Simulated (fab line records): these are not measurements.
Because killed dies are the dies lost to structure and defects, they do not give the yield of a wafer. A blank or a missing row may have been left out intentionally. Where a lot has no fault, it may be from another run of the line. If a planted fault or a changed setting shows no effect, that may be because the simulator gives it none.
Which tool did it?    flow n5 finfet    10 lots with 28 wafers sampled at 6 steps, on a route of 1938 steps

== WHAT THE GAUGES READ, wafer by wafer ==
N5_BEOL_M2_THK_MEAS_01. Usual: M2_ILD_THK gives 79.0 nm (standard deviation 1.1).
lot   measured      on             M2_ILD_THK (nm)   flag
L452  day 6 14:33   film metro-01  79.9 79.4 78.5    
L456  day 7 12:21   film metro-01  79.3 79.6 79.7    
L457  day 7 17:01   film metro-02  79.0 78.8 78.3    
L458  day 7 20:16   film metro-02  79.1 77.6 81.0    
L459  day 8 06:56   film metro-02  77.5 106.5 78.8   OFF
L460  day 8 11:31   film metro-02  78.6 77.9 78.7    
L461  day 8 20:46   film metro-01  108.5 81.4 109.8  OFF
L464  day 9 04:31   film metro-02  78.4 77.5         
L470  day 10 23:10  film metro-02  78.2 78.3         
L471  day 11 05:49  film metro-02  78.2 78.1 79.9    

N5_BEOL_M4_RC_MEAS_101. Usual: DIBL_N 36.6 mV/V, standard deviation 2.1; DIBL_P 36.3 mV/V, standard deviation 2.2; IOFF_N 0.16 nA/um, standard deviation 0.036; IOFF_P 0.21 nA/um, standard deviation 0.038; ION_N 671 uA/um, standard deviation 12; ION_P 460 uA/um, standard deviation 7.5; SS_N 71.8 mV/dec, standard deviation 0.72; SS_P 73.3 mV/dec, standard deviation 0.72; VT_N 250 mV, standard deviation 3.2; VT_P -250 mV, standard deviation 3.5.
lot   measured      on         DIBL_N (mV/V)   DIBL_P (mV/V)   IOFF_N (nA/um)  IOFF_P (nA/um)  ION_N (uA/um)  ION_P (uA/um)  SS_N (mV/dec)   SS_P (mV/dec)   VT_N (mV)    VT_P (mV)       flag
L452  day 7 18:29   prober-02  40.1 35.0 37.9  39.8 35.4 38.1  0.20 0.12 0.16  0.21 0.16 0.19  675 655 669    456 453 456    72.6 71.2 71.4  73.9 72.8 73.9  248 253 252  -254 -257 -257  
L456  day 8 17:33   prober-01  39.1 34.7 33.8  39.6 33.7 33.0  0.20 0.13 0.11  0.25 0.17 0.15  683 654 656    458 451 454    72.3 71.3 70.9  74.0 72.3 72.3  249 252 252  -247 -252 -255  
L457  day 9 00:05   prober-01  37.5 38.7 39.7  36.5 37.5 39.3  0.18 0.21 0.24  0.23 0.27 0.32  673 697 686    463 474 464    71.3 72.4 72.7  73.2 73.8 74.3  247 246 242  -248 -245 -242  
L458  day 9 04:12   prober-01  38.5 38.6 39.4  37.8 37.6 37.8  0.21 0.19 0.20  0.25 0.24 0.25  682 673 678    463 457 463    72.4 72.1 73.1  73.7 74.1 74.3  245 249 249  -249 -250 -248  
L459  day 9 20:33   prober-02  38.0 40.2       36.7 38.5       0.17 0.21       0.23 0.26       659 673        459 461        72.0 72.8       73.5 73.4       249 245      -247 -247       
L460  day 9 17:07   prober-01  35.7 36.0 35.9  35.6 36.6 36.8  0.16 0.16 0.16  0.21 0.23 0.22  674 673 673    459 462 458    71.9 71.8 72.2  73.0 73.2 73.3  248 250 249  -252 -249 -250  
L461  day 10 02:57  prober-02  35.4            35.9            0.15            0.21            678            470            71.0            73.1            249          -249            
L464  day 10 11:11  prober-01  36.3 38.9       36.0 39.8       0.15 0.22       0.20 0.26       648 677        449 462        71.5 72.6       72.8 73.6       251 246      -248 -245       
L470  day 12 11:01  prober-02  34.1 36.6       35.0 37.4       0.13 0.18       0.18 0.21       680 669        464 456        71.4 72.4       72.3 73.0       249 249      -251 -252       
L471  day 12 15:39  prober-01  37.1 36.6 35.7  38.6 35.5 35.3  0.14 0.13 0.12  0.21 0.16 0.16  657 653 648    457 443 447    71.7 71.6 71.1  74.2 73.5 72.5  252 254 255  -251 -257 -254  

== TOOL THAT RAN EACH LOT (tool first, then ch and the chambers of the sampled wafers, then the start) ==
lot   N5_BEOL_M1_SPUTTER_88         N5_BEOL_M1_ANNEAL_93          N5_BEOL_M1_DEP_57                N5_BEOL_M2_ILD_DEP_00
L452  pvd sputter-02, day 6 12:29   pvd sputter-02, day 6 13:01   pecvd-03 ch 0,1,2, day 6 14:21   pecvd-01 ch 0,1,2, day 6 14:29
L456  pvd sputter-02, day 7 10:17   pvd sputter-02, day 7 10:49   pecvd-01 ch 1,2, day 7 12:09     pecvd-04 ch 1,2, day 7 12:17
L457  pvd sputter-03, day 7 14:58   pvd sputter-03, day 7 15:29   pecvd-03 ch 0,1, day 7 16:49     pecvd-01 ch 0,1, day 7 16:57
L458  pvd sputter-02, day 7 18:13   pvd sputter-02, day 7 18:44   pecvd-03 ch 0,1, day 7 20:04     pecvd-01 ch 0,1,2, day 7 20:12
L459  pvd sputter-02, day 8 04:37   pvd sputter-02, day 8 05:08   pecvd-02 ch 0,2, day 8 06:44     pecvd-01 ch 0,1,2, day 8 06:52
L460  pvd sputter-03, day 8 09:27   pvd sputter-03, day 8 09:58   pecvd-02 ch 1,2, day 8 11:19     pecvd-03 ch 0,1,2, day 8 11:26
L461  pvd sputter-01, day 8 18:41   pvd sputter-01, day 8 19:12   pecvd-02 ch 0,1,2, day 8 20:35   pecvd-01 ch 1,2, day 8 20:43
L464  pvd sputter-02, day 9 01:35   pvd sputter-02, day 9 02:07   pecvd-01 ch 0,2, day 9 04:19     pecvd-04 ch 0,1, day 9 04:26
L470  pvd sputter-03, day 10 21:05  pvd sputter-03, day 10 21:37  pecvd-03 ch 1,2, day 10 22:58    pecvd-03 ch 1,2, day 10 23:05
L471  pvd sputter-03, day 11 03:45  pvd sputter-03, day 11 04:16  pecvd-02 ch 0,1,2, day 11 05:37  pecvd-03 ch 0,1, day 11 05:44
- N5_BEOL_M1_SPUTTER_88: material Cu, target thk 4.5 nm, time 8.29 s.
- N5_BEOL_M1_ANNEAL_93: time 240 s.
- N5_BEOL_M1_DEP_57: deposits SiCN from 3MS/NH3, target thk 8 nm, time 14 s.
- N5_BEOL_M2_ILD_DEP_00: deposits SiOC from DEMS/O2, target thk 79 nm, time 15.3 s.

== WHAT THE TOOLS THEMSELVES READ (means of the sampled wafers that have a number; where no wafer has one, the mark that the record gives instead) ==
N5_BEOL_M1_SPUTTER_88. Usual: throttle valve pct 29.8 %, standard deviation 1.
lot   tool            throttle valve pct (%)  flag
L452  pvd sputter-02  30.2                    
L456  pvd sputter-02  30.0                    
L457  pvd sputter-03  30.0                    
L458  pvd sputter-02  28.6                    
L459  pvd sputter-02  29.5                    
L460  pvd sputter-03  29.7                    
L461  pvd sputter-01  30.5                    
L464  pvd sputter-02  29.2                    
L470  pvd sputter-03  29.8                    
L471  pvd sputter-03  30.1                    

N5_BEOL_M1_ANNEAL_93. Usual: heater power w 815 W, standard deviation 76.
lot   tool            heater power w (W)  flag
L452  pvd sputter-02  829                 
L456  pvd sputter-02  828                 
L457  pvd sputter-03  813                 
L458  pvd sputter-02  771                 
L459  pvd sputter-02  826                 
L460  pvd sputter-03  835                 
L461  pvd sputter-01  870                 
L464  pvd sputter-02  804                 
L470  pvd sputter-03  775                 
L471  pvd sputter-03  809                 

N5_BEOL_M1_DEP_57. Usual: showerhead plenum p Torr 3.662 Torr, standard deviation 0.017; throttle valve pct 8.9 %, standard deviation 0.47.
lot   tool      showerhead plenum p Torr (Torr)  throttle valve pct (%)  flag
L452  pecvd-03  3.665                            9.1                     
L456  pecvd-01  3.670                            8.8                     
L457  pecvd-03  3.688                            9.0                     
L458  pecvd-03  3.681                            9.4                     
L459  pecvd-02  3.653                            8.4                     
L460  pecvd-02  3.656                            8.9                     
L461  pecvd-02  3.651                            8.8                     
L464  pecvd-01  3.660                            8.6                     
L470  pecvd-03  3.661                            9.2                     
L471  pecvd-02  3.649                            8.8                     

N5_BEOL_M2_ILD_DEP_00. Usual: heater power outer w 257 W, standard deviation 34; heater power w 491 W, standard deviation 52; showerhead plenum p Torr 5.692 Torr, standard deviation 0.014; throttle valve pct 11.9 %, standard deviation 0.54.
lot   tool      heater power outer w (W)  heater power w (W)  showerhead plenum p Torr (Torr)  throttle valve pct (%)  flag
L452  pecvd-01  247                       486                 5.702                            11.4                    
L456  pecvd-04  269                       490                 5.682                            11.9                    
L457  pecvd-01  207                       405                 5.696                            11.6                    
L458  pecvd-01  270                       521                 5.699                            11.5                    
L459  pecvd-01  255                       497                 5.702                            11.5                    
L460  pecvd-03  258                       514                 5.698                            12.1                    
L461  pecvd-01  281                       551                 5.696                            11.6                    
L464  pecvd-04  252                       468                 5.684                            12.3                    
L470  pecvd-03  283                       516                 5.685                            12.4                    
L471  pecvd-03  243                       477                 5.712                            12.0                    

== THE ANSWER, worked out from the rows above alone ==
Rule: take the mean of a lot's wafers that have a number; if it is more than 3 standard deviations from the usual mean, the lot is off. Also off: a lot with no number at a reading for which 4 or more lots have one. The other lots that the step has rows for count as sound. After the gauges, taken in route order, come the tools' own readings; for these a lot's mean is taken, as printed above. The first step at which some lot is off is used, and at that step the reading that is off furthest; a lot without a number counts as furthest.
Off: at N5_BEOL_M2_THK_MEAS_01 (M2_ILD_THK), L459, L461.
If a tool, at a process step before that reading, ran all the lots that are off and no sound lot after the first of them, it fits. Those tools and the gauges at N5_BEOL_M2_THK_MEAS_01 are tried in the same way. One fits: N5_BEOL_M2_ILD_DEP_00 on pecvd-01. A fault onset in the window from L458 (day 7 20:12, its last sound lot) to L459 (day 8 06:52, its first lot off) fits.

== WHAT HAD BEEN PUT IN BY THE SIMULATOR ==
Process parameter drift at N5_BEOL_M2_ILD_DEP_00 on pecvd-01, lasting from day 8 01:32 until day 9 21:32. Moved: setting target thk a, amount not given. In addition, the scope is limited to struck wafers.
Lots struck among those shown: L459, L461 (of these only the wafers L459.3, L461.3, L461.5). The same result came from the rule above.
